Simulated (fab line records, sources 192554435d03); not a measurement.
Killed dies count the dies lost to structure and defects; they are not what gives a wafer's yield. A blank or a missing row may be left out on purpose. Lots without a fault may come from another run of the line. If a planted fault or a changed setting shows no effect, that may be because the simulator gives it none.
Split-lot study -- flow n5-finfet -- 39 wafers read from 7 lots, route of 1938 steps

## SPLIT DETAILS
At N5_SD_EPI_N_ETCH_45 (etches SiOCN in CH3F/O2, target depth 6 nm), the setting target-depth-a was moved away from the recipe's 60 angstrom on 12 of the 39 wafers read, by -53.1% to +47.9%. All remaining wafers had this setting at the recipe value.

The reading is taken at the split's own step.

## THE READING
etch.depth-nm (the simulator's own value, which no gauge read), in nm, at N5_SD_EPI_N_ETCH_45 (etches SiOCN in CH3F/O2, target depth 6 nm). The file does not state a usual value for it. Average 6.040 nm, standard deviation 0.078 nm, over the 27 wafers here run with the recipe.

wafer,"tool, chamber at the split","target-depth-a as run, angstrom",against the recipe,"etch.depth-nm, nm",against lot-mates on the recipe
L076.1,"rie-diel-03, 3",60,recipe,5.987,-
L076.2,"rie-diel-03, 2",60,recipe,5.918,-
L076.3,"rie-diel-03, 1",60,recipe,6.114,-
L076.4,"rie-diel-03, 0",60,recipe,5.978,-
L076.5,"rie-diel-03, 3",60,recipe,5.961,-
L076.6,"rie-diel-03, 2",60,recipe,5.883,-
L081.1,"rie-diel-01, 1",37.79,-37.0%,3.838,-2.260
L081.2,"rie-diel-01, 0",37.79,-37.0%,3.795,-2.303
L081.3,"rie-diel-01, 3",60,recipe,6.158,-
L081.4,"rie-diel-01, 1",60,recipe,6.056,-
L081.5,"rie-diel-01, 0",37.79,-37.0%,3.822,-2.276
L081.6,"rie-diel-01, 3",60,recipe,6.08,-
L083.2,"rie-diel-01, 1",60,recipe,6.136,-
L083.4,"rie-diel-01, 3",60,recipe,6.131,-
L083.5,"rie-diel-01, 0",60,recipe,6.028,-
L087.1,"rie-diel-03, 0",78.72,+31.2%,7.914,+1.819
L087.2,"rie-diel-03, 3",78.72,+31.2%,7.847,+1.752
L087.3,"rie-diel-03, 1",60,recipe,6.133,-
L087.4,"rie-diel-03, 0",60,recipe,6.024,-
L087.5,"rie-diel-03, 3",78.72,+31.2%,7.866,+1.771
L087.6,"rie-diel-03, 1",60,recipe,6.129,-
L089.1,"rie-diel-01, 0",60,recipe,5.983,-
L089.2,"rie-diel-01, 1",60,recipe,6.08,-
L089.3,"rie-diel-01, 2",60,recipe,6.046,-
L089.4,"rie-diel-01, 3",60,recipe,6.119,-
L089.5,"rie-diel-01, 3",60,recipe,6.067,-
L089.6,"rie-diel-01, 2",60,recipe,6.04,-
L094.1,"rie-diel-03, 1",28.15,-53.1%,2.88,-3.145
L094.2,"rie-diel-03, 3",28.15,-53.1%,2.823,-3.202
L094.3,"rie-diel-03, 2",60,recipe,5.978,-
L094.4,"rie-diel-03, 1",60,recipe,6.129,-
L094.5,"rie-diel-03, 3",28.15,-53.1%,2.81,-3.215
L094.6,"rie-diel-03, 2",60,recipe,5.969,-
L095.1,"rie-diel-03, 1",88.72,+47.9%,9.025,+3.041
L095.2,"rie-diel-03, 2",88.72,+47.9%,8.79,+2.806
L095.3,"rie-diel-03, 2",60,recipe,5.967,-
L095.4,"rie-diel-03, 1",88.72,+47.9%,9.022,+3.038
L095.5,"rie-diel-03, 2",60,recipe,5.894,-
L095.6,"rie-diel-03, 1",60,recipe,6.091,-

FIT RESULTS
A straight line over all 39 wafers: etch.depth-nm changes by +0.0602 nm for each +1% of target-depth-a; r = +1.00; the points scatter about the line by 0.076 nm.
The same after taking each lot's own level away (the mean of its wafers on the recipe; 39 wafers): +0.0605 nm for each +1%; r = +1.00; scatter 0.072 nm.
That fit puts the effect of the largest move of target-depth-a on the reading at 3.2 nm.
The lots' own levels span 5.9735 to 6.0983 nm, that is 1.6 times the standard deviation above.
Consequently the slope shifts little with the lot-to-lot level, the two slopes agreeing.
Check: with one of the wafers moved furthest among these (-53.1%) left out of the fit, the line predicts -3.23 nm for it against its lot-mates. Against them it came out at -3.15 nm.

## FURTHER SPLITS ON THESE WAFERS
Before the reading, these wafers also passed through other splits. Each is held against what the fit with the lots' levels taken away leaves over:
other split on the same wafers,wafers away from the commonest value,r with etch.depth-nm (lot level and that fit taken away)
N5_SPACER0_ALD_07 target-thk-a,15,+0.03

## FILE'S OWN FIT
etch.depth-nm changes by +0.0605 nm for each +1% of target-depth-a, r = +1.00.
